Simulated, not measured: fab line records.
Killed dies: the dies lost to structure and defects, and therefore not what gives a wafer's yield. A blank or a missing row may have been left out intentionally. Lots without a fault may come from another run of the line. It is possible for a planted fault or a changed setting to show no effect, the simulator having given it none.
Which tool was responsible?	flow n5_finfet	Sampling: 9 lots, 27 wafers, 6 of 1938 route steps

WHAT THE GAUGES SHOWED, per wafer
N5_STI_FIN_REVEAL_INSPECT_13: inspects for defects (darkfield). Usual: raw_defect_count at 12, with a standard deviation of 6.3.
lot	measured	on	raw_defect_count	flag
L245	day 2 14:05	defect_inspect-02	19 6 12	
L251	day 4 02:31	defect_inspect-01	13 16 16	
L252	day 4 08:12	defect_inspect-01	14 21 12	
L253	day 4 15:39	defect_inspect-01	11 14 10	
L259	day 6 03:04	defect_inspect-02	17 12 5	
L260	day 6 07:39	defect_inspect-02	1239 1220 1221	OFF
L261	day 6 13:31	defect_inspect-01	1248 1252 1193	OFF
L266	day 7 19:35	defect_inspect-01	10 8 8	
L268	day 8 07:37	defect_inspect-02	16 14 17	

N5_BEOL_M4_RC_MEAS_101. Usual: DIBL_N 36.3 mV/V, standard deviation 1.6; DIBL_P 36.4 mV/V, standard deviation 2.1; IOFF_N 0.16 nA/um, standard deviation 0.032; IOFF_P 0.22 nA/um, standard deviation 0.044; ION_N 675 uA/um, standard deviation 12; ION_P 463 uA/um, standard deviation 8.3; SS_N 71.6 mV/dec, standard deviation 0.64; SS_P 73.3 mV/dec, standard deviation 0.67; VT_N 250 mV, standard deviation 3.3; VT_P -250 mV, standard deviation 3.7.
lot	measured	on	DIBL_N (mV/V)	DIBL_P (mV/V)	IOFF_N (nA/um)	IOFF_P (nA/um)	ION_N (uA/um)	ION_P (uA/um)	SS_N (mV/dec)	SS_P (mV/dec)	VT_N (mV)	VT_P (mV)	flag
L245	day 10 05:23	prober-01	33.9 35.8 33.8	34.4 36.6 33.3	0.12 0.16 0.12	0.18 0.21 0.17	664 683 663	454 466 460	70.7 71.1 71.6	72.0 72.7 72.3	254 250 252	-252 -253 -254	
L251	day 10 15:55	prober-01	35.5 35.7 34.7	36.4 36.0 34.5	0.16 0.15 0.13	0.22 0.21 0.18	679 668 663	465 457 451	71.4 71.8 71.7	73.5 72.9 73.5	248 251 253	-251 -248 -250	
L252	day 11 12:28	prober-01	36.8 36.9 37.2	38.9 38.7 40.1	0.19 0.19 0.20	0.26 0.26 0.29	690 682 697	472 471 486	71.3 71.8 71.9	74.1 73.6 74.9	249 249 247	-248 -248 -245	
L253	day 11 14:42	prober-01	38.7 38.2 37.8	39.0 39.1 37.9	0.20 0.18 0.18	0.32 0.32 0.31	664 683 686	472 477 484	73.3 71.7 72.3	73.9 73.5 73.8	248 249 247	-242 -244 -240	
L259	day 13 12:34	prober-02	35.9 38.0 36.0	34.6 38.2 35.5	0.14 0.19 0.15	0.19 0.24 0.20	661 675 661	454 463 457	72.3 71.3 71.9	73.2 73.5 73.4	251 246 251	-250 -249 -250	
L260	day 13 18:07	prober-02	34.7 33.1 35.3	35.1 33.9 35.8	0.14 0.11 0.15	0.20 0.18 0.20	663 651 668	458 457 462	71.4 71.3 71.0	73.7 73.1 74.1	253 257 251	-253 -252 -251	
L261	day 13 21:56	prober-02	36.4 34.7 35.0	36.7 33.9 33.9	0.16 0.13 0.14	0.23 0.19 0.20	685 669 676	475 460 463	71.0 70.9 71.5	73.9 72.7 72.5	249 251 251	-249 -249 -248	
L266	day 15 14:51	prober-02	35.6 34.9 36.8	35.1 34.2 35.7	0.12 0.12 0.14	0.18 0.17 0.19	648 672 667	450 464 461	71.4 70.7 70.9	73.4 73.2 72.4	255 254 252	-253 -251 -253	
L268	day 16 21:25	prober-01	35.7 37.1 35.8	34.9 36.6 35.0	0.15 0.17 0.15	0.21 0.23 0.21	665 670 680	459 462 463	71.9 72.6 72.4	72.9 73.0 72.9	250 248 253	-250 -248 -251	

TOOL THAT RAN EACH LOT (tool first, then ch and the chambers of the sampled wafers, then the start)
lot	N5_FIN_CUT_ETCH_21	N5_STI_FIN_REVEAL_CMP_04	N5_STI_FIN_REVEAL_RECESS_09	N5_DUMMY_GATE_CMP_04
L245	rie_diel-01 ch 0,1, day 2 03:08	cmp-04 ch 0,2,3, day 2 09:47	vapor_etch-02 ch 0,1, day 2 10:35	cmp-02 ch 0,1,3, day 2 18:34
L251	rie_diel-01 ch 0,1,2, day 3 16:52	cmp-04 ch 0,2,3, day 3 22:56	vapor_etch-02 ch 0,1, day 3 23:41	cmp-01 ch 0,2,3, day 4 06:29
L252	rie_diel-05 ch 0,2,3, day 3 22:38	cmp-01 ch 0,1,3, day 4 04:42	vapor_etch-02 ch 0,1, day 4 05:25	cmp-02 ch 1,2,3, day 4 13:59
L253	rie_diel-05 ch 0,1,2, day 4 03:44	cmp-04 ch 0,1,3, day 4 09:49	vapor_etch-01 ch 0, day 4 10:44	cmp-04 ch 0,1,2, day 4 20:44
L259	rie_diel-04 ch 0,3, day 5 17:32	cmp-04 ch 2,3, day 5 23:32	vapor_etch-02 ch 0,1, day 6 00:49	cmp-04 ch 2,3, day 6 07:20
L260	rie_diel-04 ch 1,3, day 5 21:47	cmp-03 ch 0,1,2, day 6 04:05	vapor_etch-02 ch 0,1, day 6 04:52	cmp-01 ch 1,2,3, day 6 11:38
L261	rie_diel-05 ch 1,2,3, day 6 03:43	cmp-01 ch 0,2,3, day 6 09:46	vapor_etch-02 ch 0,1, day 6 10:41	cmp-01 ch 2,3, day 6 17:59
L266	rie_diel-04 ch 0,2,3, day 7 08:43	cmp-04 ch 0,1,3, day 7 15:58	vapor_etch-01 ch 0,1, day 7 16:47	cmp-02 ch 0,1,3, day 7 23:31
L268	rie_diel-05 ch 1,2, day 7 21:11	cmp-04 ch 0,1, day 8 03:33	vapor_etch-01 ch 0,1, day 8 05:19	cmp-04 ch 2,3, day 8 11:38
- N5_FIN_CUT_ETCH_21: etches SOC in N2/H2, target depth 219 nm, overetch 43.8 nm, time 523.5 s.
- N5_STI_FIN_REVEAL_CMP_04: polishes, stops on Si3N4, t overpolish 4 s, target thk 131.83 nm.
- N5_STI_FIN_REVEAL_RECESS_09: chemistry HF/NH3, target SiO2, afs cycles 11, target depth 42.5 nm, sublimation time 60 s.
- N5_DUMMY_GATE_CMP_04: polishes a-Si.

AS READ BY THE TOOLS THEMSELVES (means over the sampled wafers that have a number; for cases with no such wafer, the mark the record gives instead)
N5_FIN_CUT_ETCH_21. Usual: drypump_motor_current_A 5.5 A, standard deviation 0.49; h2_flow_sccm 200.0 sccm, standard deviation 0.65; oes_product_au 0.74 a.u., standard deviation 0.077; rf_vpp_V 240.8 V, standard deviation 1.3; showerhead_plenum_p_Torr 2.55 Torr, standard deviation 0.094; throttle_valve_pct 17.87 %, standard deviation 0.24.
lot	tool	drypump_motor_current_A (A)	h2_flow_sccm (sccm)	oes_product_au (a.u.)	rf_vpp_V (V)	showerhead_plenum_p_Torr (Torr)	throttle_valve_pct (%)	flag
L245	rie_diel-01	6.2	200.0	0.68	241.6	2.64	17.91	
L251	rie_diel-01	5.8	200.3	0.73	240.9	2.63	17.88	
L252	rie_diel-05	5.1	199.8	0.76	240.6	2.53	17.74	
L253	rie_diel-05	5.4	200.1	0.75	241.9	2.61	17.87	
L259	rie_diel-04	5.9	200.4	0.67	240.6	2.53	18.14	
L260	rie_diel-04	5.8	199.2	0.72	240.1	2.51	18.04	
L261	rie_diel-05	5.5	200.6	0.79	241.2	2.54	17.77	
L266	rie_diel-04	5.7	199.3	0.68	239.9	2.50	17.94	
L268	rie_diel-05	5.8	199.2	0.78	241.4	2.61	17.91	

N5_STI_FIN_REVEAL_CMP_04. Usual: motor_current_A 7.9 A, standard deviation 0.87; overpolish_run_s 3.999 s, standard deviation 0.0092; time_to_endpoint_s 108 s, standard deviation 6.2.
lot	tool	motor_current_A (A)	overpolish_run_s (s)	time_to_endpoint_s (s)	flag
L245	cmp-04	8.2	3.997	116	
L251	cmp-04	8.5	3.995	116	
L252	cmp-01	8.1	4.004	100	
L253	cmp-04	8.0	4.002	113	
L259	cmp-04	9.1	3.992	116	
L260	cmp-03	7.4	4.003	100	
L261	cmp-01	8.8	3.992	101	
L266	cmp-04	8.0	4.003	100	
L268	cmp-04	7.5	4.001	97	

N5_STI_FIN_REVEAL_RECESS_09. Usual: drypump_motor_current_A at 6.11 A, with a standard deviation of 0.23.
lot	tool	drypump_motor_current_A (A)	flag
L245	vapor_etch-02	5.96	
L251	vapor_etch-02	6.10	
L252	vapor_etch-02	5.96	
L253	vapor_etch-01	6.29	
L259	vapor_etch-02	5.94	
L260	vapor_etch-02	6.12	
L261	vapor_etch-02	5.96	
L266	vapor_etch-01	6.09	
L268	vapor_etch-01	5.90	

N5_DUMMY_GATE_CMP_04. Usual: motor_current_A 10.5 A, standard deviation 1.3; time_to_endpoint_s 13.1 s, standard deviation 2.4.
lot	tool	motor_current_A (A)	time_to_endpoint_s (s)	flag
L245	cmp-02	11.2	13.0	
L251	cmp-01	11.1	14.9	
L252	cmp-02	10.4	15.4	
L253	cmp-04	9.2	15.8	
L259	cmp-04	11.1	11.9	
L260	cmp-01	10.0	8.1	
L261	cmp-01	11.1	12.9	
L266	cmp-02	11.3	13.8	
L268	cmp-04	11.3	14.6	

THE ANSWER, worked out from the rows above alone
Rule: a lot is off if the mean of its wafers that have a number lies more than 3 standard deviations from the usual mean. A lot without any number at a reading at which 4 lots or more have one is off too. Any other lot the step has rows for is counted as sound. Order of review: gauges by route order, followed by the tools' own readings, for which a lot's mean as printed above is used. The first step at which some lot is off is used, and at that step the reading that is off furthest; a lot without a number counts as furthest.
Off: L260, L261 (N5_STI_FIN_REVEAL_INSPECT_13, raw_defect_count).
If a tool, at a process step before that reading, ran all the lots that are off and no sound lot after the first of them, it fits. Gauges at N5_STI_FIN_REVEAL_INSPECT_13: tried the same way as those tools. One fits: N5_STI_FIN_REVEAL_RECESS_09 on vapor_etch-02. Its last sound lot is L259 (day 6 00:49), its first lot that is off L260 (day 6 04:52): a fault that began between those two fits.

WHAT THE SIMULATOR HAD PUT IN
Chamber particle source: vapor_etch-02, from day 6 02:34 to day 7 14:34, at N5_STI_FIN_REVEAL_RECESS_09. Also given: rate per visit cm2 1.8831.
Struck lots among those shown: L260, L261. Same finding as the rule above.
